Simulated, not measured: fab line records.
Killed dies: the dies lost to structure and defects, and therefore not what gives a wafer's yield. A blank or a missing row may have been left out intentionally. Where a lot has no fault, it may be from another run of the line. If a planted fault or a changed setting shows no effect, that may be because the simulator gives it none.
Chamber matching	flow n5 finfet	rie diel-02 running N5_BEOL_M13_ETCH_59: 4 sister chambers
The step etches BARC in N2/H2, target depth 89 nm, overetch 26.7 nm, time 67.9 s. 4 wafers are shown with their chamber, then 11 later ones without.

## WAFERS PAIRED WITH THEIR CHAMBERS
wafer	chamber	drypump motor current A (A)
L090.1	2	5.6
L090.4	1	5.9
L090.5	3	4.8
L089.1	0	6.0

## WAFERS WITHOUT THEIR CHAMBER
wafer	drypump motor current A (A)
L089.4	5.6
L089.6	5.9
L092.1	6.0
L092.4	4.7
L092.5	4.7
L096.1	5.6
L096.3	6.0
L096.5	6.1
L094.1	5.9
L094.5	6.0
L094.6	5.9

## CHAMBER TAKEN BY EACH
wafer	from the rows above	in truth
L089.4	2	2
L089.6	can't be placed: 1 or 0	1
L092.1	can't be placed: 0 or 1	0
L092.4	3	3
L092.5	3	3
L096.1	2	2
L096.3	can't be placed: 0 or 1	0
L096.5	can't be placed: 0 or 1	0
L094.1	can't be placed: 1 or 0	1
L094.5	can't be placed: 0 or 1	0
L094.6	can't be placed: 1 or 0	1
4 of 11 placed correctly. Cannot be placed on the basis of these rows: 7; the candidates contain the true chamber in 7. Placed wrongly: 0.
How it was worked out, from the rows above alone: a wafer's distance from a chamber is the root of the sum, over the readings, of the square of ((its reading less the chamber's mean) divided by the reading's scatter). If the next closest chamber is less than 2 further off than the closest, the wafer can't be placed; otherwise it belongs to the closest. The mean given for a chamber averages the wafers shown for that chamber. The scatter: root of mean squared gap, hidden wafer to nearest shown wafer, with one shown wafer a chamber.
